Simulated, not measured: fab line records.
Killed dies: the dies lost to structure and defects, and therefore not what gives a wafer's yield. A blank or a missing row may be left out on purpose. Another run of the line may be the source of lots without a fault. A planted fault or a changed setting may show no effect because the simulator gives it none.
8D (eight disciplines) problem report, filled in by code | flow n5Finfet | the parts of the form that need people (team, actions taken, sign-off) are left out

== 1. WHAT IS WRONG ==
Mean of cdNm at N5_BEOL_M15_CD_MEAS_28: 520.7 nm across 3 wafers in 3 lots; on wafers with no fault it is 408.1 nm (standard deviation 2.5). Relative to the usual mean, that is a shift of +45 standard deviations.
The step: target cd 407.6 nm.
First observed at day 18 21:00: wafer L452.5, on cdSem-02. Wafers with a number at this step in the record: 25, from 10 lots. The rule behind "out" and "out of limits": a value lying over 4 standard deviations away from the usual mean. All remaining wafers that have a number are taken as sound.

== 2. WHAT IT IS, WHAT IT ISN'T ==
question                    | is                     | is not
which readings at this step | cdNm                   | -
which lots                  | L452, L454, L455       | L437, L439, L440, L441, L444, L448, L460
which wafers of those lots  | L452.5, L454.4, L455.5 | L452.3, L454.6, L455.3
read on which gauges        | cdSem-01, cdSem-02     | cdSem-03
when                        | from day 18 21:00      | up to then (17 sound wafers); but 5 sound wafers of L454, L455, L460 came after

== 3. SUSPECTS, AND WHAT RULES EACH OUT ==
Counting: any tool at a process step up to the reading remains a suspect provided it ran every lot that is out. Sound lots after the first of them don't rule it out here, since some wafers of a struck lot are sound.
- the gauge at N5_BEOL_M15_CD_MEAS_28 has been ruled out. 2 gauges (cdSem-01, cdSem-02) read the wafers that are out.
- krfScanner-02 at N5_BEOL_M15_EXPOSE_25 (exposes mask M15, target cd 400 nm): kept. It ran every lot that is out, first L452 (day 18 20:50); its last sound lot up to then is L448 (day 17 15:38).
After counting, what remains is krfScanner-02 at N5_BEOL_M15_EXPOSE_25.

== 4. THE CAUSE (what the simulator had put in) ==
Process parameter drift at N5_BEOL_M15_EXPOSE_25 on krfScanner-02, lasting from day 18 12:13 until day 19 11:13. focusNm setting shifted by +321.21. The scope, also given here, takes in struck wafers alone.
Only this tool survived the counting.

== 5. THE CHAIN OF EFFECTS, in route order ==
One row per reading whose mean, taken over the struck wafers that have a number, lies over 3 standard deviations from the usual. Scope: only readings with a usual standard deviation given in the record; hours: median across lots of the time from each lot's start at the first step in this table that gives one to its start at this step; sigmas: change in usual standard deviations.
hours | step                    | reading            | usual    | on struck wafers | change | sigmas
0     | N5_BEOL_M15_CD_MEAS_28  | cdNm               | 408.1 nm | 520.7            | +112.6 | +45
21    | N5_PASSIVATION_PROBE_49 | defectLimitedYield | 91.1 %   | 0.0              | -91.1  | -65
21    | N5_PASSIVATION_PROBE_49 | killed_at_M4_up    | 15       | 1077             | +1062  | +99 or more
21    | N5_PASSIVATION_PROBE_49 | killedDies         | 105      | 1180             | +1075  | +63
21    | N5_PASSIVATION_PROBE_49 | killedOnRim        | 14       | 152              | +138   | +32
21    | N5_PASSIVATION_PROBE_49 | sortNPass          | 1075     | 0                | -1075  | -63
21    | N5_PASSIVATION_PROBE_49 | sortYieldPct       | 91.1 %   | 0.0              | -91.1  | -65
It contains these process steps:
- N5_PASSIVATION_PROBE_49

== 6. HOW IT WOULD HAVE BEEN CAUGHT EARLIER ==
9 hours passed between the start of the fault at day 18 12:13 and the first reading out of limits at a measuring or inspecting step in this record, taken at day 18 21:00.
Of the tool readings at N5_BEOL_M15_EXPOSE_25 for which the record gives a usual standard deviation, none was out on any struck wafer, so an alarm limit of 4 standard deviations on them would not have fired.
Of the lots that are out (3), L455 began N5_BEOL_M15_EXPOSE_25 on krfScanner-02 after day 18 21:00. Putting the tool on hold at that point would have spared it.
